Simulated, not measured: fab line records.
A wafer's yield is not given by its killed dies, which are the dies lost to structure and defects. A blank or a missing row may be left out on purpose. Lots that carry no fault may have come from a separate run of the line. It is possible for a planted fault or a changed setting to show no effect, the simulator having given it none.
fab line records    flow nandHarc
[record] lots = 6  wafers = 18  lastDay = 34
route steps=1302 shown A_STAIRCASE@683 END@1302
lots untouched by any fault: they come from a run of this same line in which no faults occurred
startH: hours from the record's first day to the start of the lot's first wafer shown    waitH: hours since the lot's step before    " identical to the entry in the row above    L1.1+2: one row covering several wafers at once    - no value present, or no start provided    * or withheld: withheld    < > ~ a bound
route shown NAME@n: names a module that has steps shown in the file, with the first one's number in the route    usual: mean/standard deviation taken from wafers without a fault    same: alike in all rows    chamber/n: place in a boat    sites: the reading at each site    _std_site: how widely they spread, as a standard deviation    _edge_site: inner sites' mean taken away from outer sites' mean    radiusMm: for every site, how far away it sits from the centre of the wafer    mask NAME#n: copy n    behind: the last tool/chamber to shape the wafer    hold: reason for holding the lot/hours on hold/outcome of the hold    device: names the non-switching transistor (n, p or np)    end of line: the same wafers' tests at the end of the route    for a step that has no rows: nothing shown but its recipe    killed: dies lost to structure and defects at the first sort, not the wafer's yield    map: a wafer's dies, marking killed ones x, the rest . and places with no die _
set.NAME: the setting the step ran with; set.NAME@STEP: the setting that earlier step ran with    model.NAME: the simulator's own value behind a step, which no gauge read
certain route steps with their lots: each step a table, each wafer a row
services: from which hour (startH, from the record's first day; less than 0 if before it) a tool's chamber was out of use, for how many hours, and why
[[steps]]
[step NHARC_A_STAIRCASE_TRIM_26]
[recipe] timeS = 211.2  o2FlowSccm = 500  arFlowSccm = 0  biasW = 0  chemistry = O2
[usual] drypumpMotorCurrentA = 5.9/0.52  oesProductAu = 1.006/0.0098  rfVppV = 57.9/0.9  showerheadPlenumPTorr = 3.55/0.14  throttleValvePct = 17.037/0.0089
lot.wafer  tool        chamber  startH  waitH  drypumpMotorCurrentA  oesProductAu  rfHoursCounterH  rfVppV  showerheadPlenumPTorr  throttleValvePct
L180.1     rieDiel-09  0        -       -      6.2                   0.998         11               57.3    3.33                   17.033
L180.4     "           1        "       "      6.6                   1.014         12               57.1    3.60                   17.039
L180.6     "           0        "       "      6.2                   1.003         -                56.2    3.33                   17.027
L182.3     rieDiel-01  0        -       -      5.3                   1.019         52               58.6    3.78                   17.033
L182.5     "           2        "       "      6.6                   1.007         -                56.1    3.62                   17.029
L182.6     "           3        "       "      6.0                   1.008         -                57.0    3.36                   17.027
L191.3     rieDiel-01  2        -       -      6.6                   0.998         24               58.6    3.61                   17.044
L191.2     "           0        "       "      5.3                   1.023         31               58.5    3.76                   17.039
L191.5     "           2        "       "      6.6                   0.999         -                58.6    3.61                   17.060
L194.1     rieDiel-09  2        -       -      5.8                   1.018         0                57.1    3.52                   17.037
L194.3     "           3        "       "      5.8                   0.992         0                59.0    3.66                   17.029
L194.2     "           0        "       "      6.2                   1.006         0                56.9    3.31                   17.040
L197.3     rieDiel-01  0        -       -      5.3                   1.008         46               59.9    3.75                   17.043
L197.1     "           3        "       "      6.0                   1.004         41               58.2    3.34                   17.034
L197.6     "           1        "       "      5.2                   0.996         -                56.9    3.59                   17.035
L203.1     rieDiel-09  0        -       -      6.2                   1.023         30               57.4    3.29                   17.050
L203.4     "           1        "       "      6.6                   1.013         31               58.1    3.56                   17.033
L203.2     "           2        "       "      5.8                   1.028         34               58.0    3.50                   17.049
[step NHARC_A_STAIRCASE_ETCH_27]
[recipe] targetDepthA = 1000  timeS = 40.5  ionEnergyEv = 400  c4f8FlowSccm = 20  o2FlowSccm = 10  arFlowSccm = withheld  rfW = 600  biasW = 1000  chemistry = C4F8/O2
[usual] oesProductAu = 0.948/0.011  rfVppV = 897/4.8
lot.wafer  tool        chamber  startH  waitH  oesProductAu  rfHoursCounterH  rfVppV
L180.1     rieDiel-09  1        -       -      0.969         12               898
L180.4     "           3        "       "      0.941         9                900
L180.6     "           1        "       "      0.960         -                897
L182.3     rieDiel-01  1        -       -      0.945         50               899
L182.6     "           0        "       "      0.962         -                904
L182.5     "           1        "       "      0.950         -                898
L191.2     rieDiel-01  2        -       -      0.942         25               899
L191.3     "           0        "       "      0.970         31               905
L191.5     "           2        "       "      0.943         -                899
L194.1     rieDiel-09  2        -       -      0.963         0                896
L194.2     "           0        "       "      0.959         0                889
L194.3     "           1        "       "      0.964         0                897
L197.1     rieDiel-01  0        -       -      0.963         46               904
L197.3     "           1        "       "      0.945         42               899
L197.6     "           0        "       "      0.955         -                905
L203.4     rieDiel-09  1        -       -      0.946         31               898
L203.2     "           2        "       "      0.955         34               895
L203.1     "           0        "       "      0.946         31               887
[step NHARC_A_STAIRCASE_STRIP_175]
[recipe] powerW = 1500  tempC = 250  chemistry = O2
[usual] drypumpMotorCurrentA = 5.6/0.34  heaterPowerW = 332/11
lot.wafer  tool            chamber  startH  waitH  drypumpMotorCurrentA  heaterPowerW  rfHoursCounterH
L180.1     plasmaAsher-02  0        361.25  0.1    5.4                   335           23
L180.4     "               0        "       "      5.4                   331           -
L180.6     "               1        "       "      6.1                   337           -
L182.3     plasmaAsher-01  0        375.08  0.2    5.8                   315           -
L182.6     "               0        "       "      5.8                   313           -
L182.5     "               1        "       "      5.2                   332           -
L191.2     plasmaAsher-01  1        469.19  0.1    5.2                   317           24
L191.3     "               0        "       "      5.8                   312           -
L191.5     "               1        "       "      5.2                   331           -
L194.1     plasmaAsher-02  0        508.81  0.1    5.4                   330           14
L194.2     "               1        "       "      6.1                   339           14
L194.3     "               0        "       "      5.4                   343           -
L197.1     plasmaAsher-01  1        517.60  0.1    5.2                   337           36
L197.3     "               0        "       "      5.9                   311           -
L197.6     "               0        "       "      5.9                   323           -
L203.2     plasmaAsher-01  0        607.76  2.0    5.8                   310           15
L203.1     "               1        "       "      5.2                   339           15
L203.4     "               1        "       "      5.2                   341           -
[step NHARC_A_STAIRCASE_STRIP_148]
[recipe] timeS = 900  tempC = 130  chemistry = SPM
[step NHARC_A_STAIRCASE_PRECLEAN_149]
[recipe] timeS = *  tempC = 50  bathAgeMin = 0  chemistry = SC1
[step NHARC_A_STAIRCASE_SRD_150]
[step NHARC_A_STAIRCASE_DEHYDRATE_176]
[recipe] tempC = 150  timeS = 120
[step NHARC_A_STAIRCASE_HMDS_177]
[recipe] timeS = 30
[step NHARC_A_STAIRCASE_COAT_178]
[recipe] spinRpm = 1200
[step NHARC_A_STAIRCASE_SOFTBAKE_179]
[recipe] tempC = 135  timeS = 170
[step NHARC_A_STAIRCASE_EBR_180]
[step NHARC_A_STAIRCASE_EXPOSE_181]
[recipe] na = 0.5  doseMj = 27.87  maskId = STAIR_2
[usual] exposureDoseMJCm2 = 27.874/0.027
lot.wafer  tool           chamber  startH  waitH  mask       exposureDoseMJCm2
L180.1     krfScanner-04  0        362.26  -      STAIR_2#0  27.918
L180.4     "              0        "       "      STAIR_2#0  27.869
L180.6     "              0        "       "      STAIR_2#0  27.819
L182.3     krfScanner-02  0        376.16  -      STAIR_2#0  27.864
L182.5     "              0        "       "      STAIR_2#0  27.868
L182.6     "              0        "       "      STAIR_2#0  27.841
L191.2     krfScanner-04  0        470.30  -      STAIR_2#0  27.337
L191.3     "              0        "       "      STAIR_2#0  27.317
L191.5     "              0        "       "      STAIR_2#0  27.349
L194.1     krfScanner-04  0        509.94  -      STAIR_2#0  27.324
L194.2     "              0        "       "      STAIR_2#0  27.317
L194.3     "              0        "       "      STAIR_2#0  27.338
L197.1     krfScanner-01  0        518.78  -      STAIR_2#0  27.865
L197.3     "              0        "       "      STAIR_2#0  27.844
L197.6     "              0        "       "      STAIR_2#0  27.853
L203.1     krfScanner-02  0        608.90  -      STAIR_2#0  27.868
L203.2     "              0        "       "      STAIR_2#0  27.896
L203.4     "              0        "       "      STAIR_2#0  27.869
[step NHARC_A_STAIRCASE_PEB_182]
[recipe] pebTempC = 115  pebTimeS = 130
[step NHARC_END_SORT_01]
[recipe] tempC = 25
[usual] killedAtArray = 56/21  killedAtOther = 0.8/1  killedAtPeriphery = 3.6/2.8  killedDies = 60/20  killedOpen = 3.2/1.9  killedShort = 2.4/1.6
[same] grossDies = 677
lot.wafer  tool       chamber  startH  waitH  killedAtArray  killedAtOther  killedAtPeriphery  killedDies  killedOpen  killedShort
L180.1     prober-02  0        574.51  2.5    87             0              7                  94          5           2
L180.4     prober-02  0        576.96  3.4    106            1              3                  110         2           2
L180.6     prober-02  0        578.59  4.1    80             0              3                  83          5           3
// killed by level:class
L180.1 A_CHANNEL_HOLE_D2:chamberFilmFlake=27 A_SLIT:chamberFilmFlake=23 A_CHANNEL_HOLE_D1:chamberFilmFlake=21 A_STAIRCASE:chamberFilmFlake=5 P_M2:chamberFilmFlake=4 P_M1:chamberFilmFlake=2 A_SGD_CUT:chamberFilmFlake=2 A_CONTACT:chamberFilmFlake=2
L180.4 A_CHANNEL_HOLE_D2:chamberFilmFlake=36 A_CHANNEL_HOLE_D1:chamberFilmFlake=35 A_SLIT:chamberFilmFlake=20 A_WL_FILL:chamberFilmFlake=4 P_M2:chamberFilmFlake=2 A_DECK1_JOINT:chamberFilmFlake=2 A_STAIRCASE:chamberFilmFlake=2 A_CONTACT:chamberFilmFlake=2
L180.6 A_CHANNEL_HOLE_D2:chamberFilmFlake=30 A_CHANNEL_HOLE_D1:chamberFilmFlake=19 A_SLIT:chamberFilmFlake=18 A_CHANNEL_FILL_D1:chamberFilmFlake=2 A_STAIRCASE:chamberFilmFlake=2 A_CONTACT:chamberFilmFlake=2 P_GATE:geometricParticle:open=1 P_CONTACT:geometricParticle:open=1
[[services]]
tool            chamber  startH  hours  kind
plasmaAsher-01  -        342.00  9.0    pm
krfScanner-04   -        344.48  0.2    repair
krfScanner-04   -        355.02  4.0    pm
rieDiel-01      2        361.11  8.2    repair
krfScanner-04   -        373.12  1.3    repair
rieDiel-09      0        374.58  1.4    repair
rieDiel-01      -        380.98  9.0    pm
krfScanner-02   -        388.69  0.9    repair
rieDiel-01      3        409.01  15.4   repair
rieDiel-01      2        411.48  2.7    repair
plasmaAsher-02  -        426.33  9.0    pm
krfScanner-02   -        438.00  4.0    pm
krfScanner-01   -        484.00  4.0    pm
rieDiel-09      -        498.49  9.0    pm
krfScanner-04   -        505.81  0.7    repair
krfScanner-02   -        512.73  0.6    repair
plasmaAsher-01  -        519.00  9.0    pm
krfScanner-04   -        527.02  4.0    pm
rieDiel-01      3        541.46  4.9    repair
plasmaAsher-01  -        547.22  4.2    repair
rieDiel-01      -        557.98  9.0    pm
krfScanner-04   -        565.45  0.2    repair
plasmaAsher-01  -        602.06  5.1    repair
plasmaAsher-02  -        603.33  9.0    pm
[[key]]
[firstSign] step = NHARC_A_STAIRCASE_EXPOSE_181  reading = exposureDoseMJCm2  direction = down  sigmas = 20  usual = 27.874  struck = 27.330
effect none on later readings
metAt NHARC_A_STAIRCASE_EXPOSE_181
struckWafers L191.2,L191.3,L191.5,L194.1,L194.2,L194.3
testerLeftOut L191,L194
onsetBetween 362.26 470.30
[fault] kind = processParameterDrift  tool = krfScanner-04  chamber = -  onsetH = 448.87  steps = NHARC_A_STAIRCASE_EXPOSE_181  channel = doseMj  offset = -0.55284  shape = step  actsIn = theseRecipesOnly  stated = 27.87
// testerLeftOut: of these lots the tester's yield and bins aren't shown, on N5 and GAA mostly nor the transistor test; their killed dies are dies lost to structure and defects alone, not to doping, threshold or leakage, so they don't give the yield
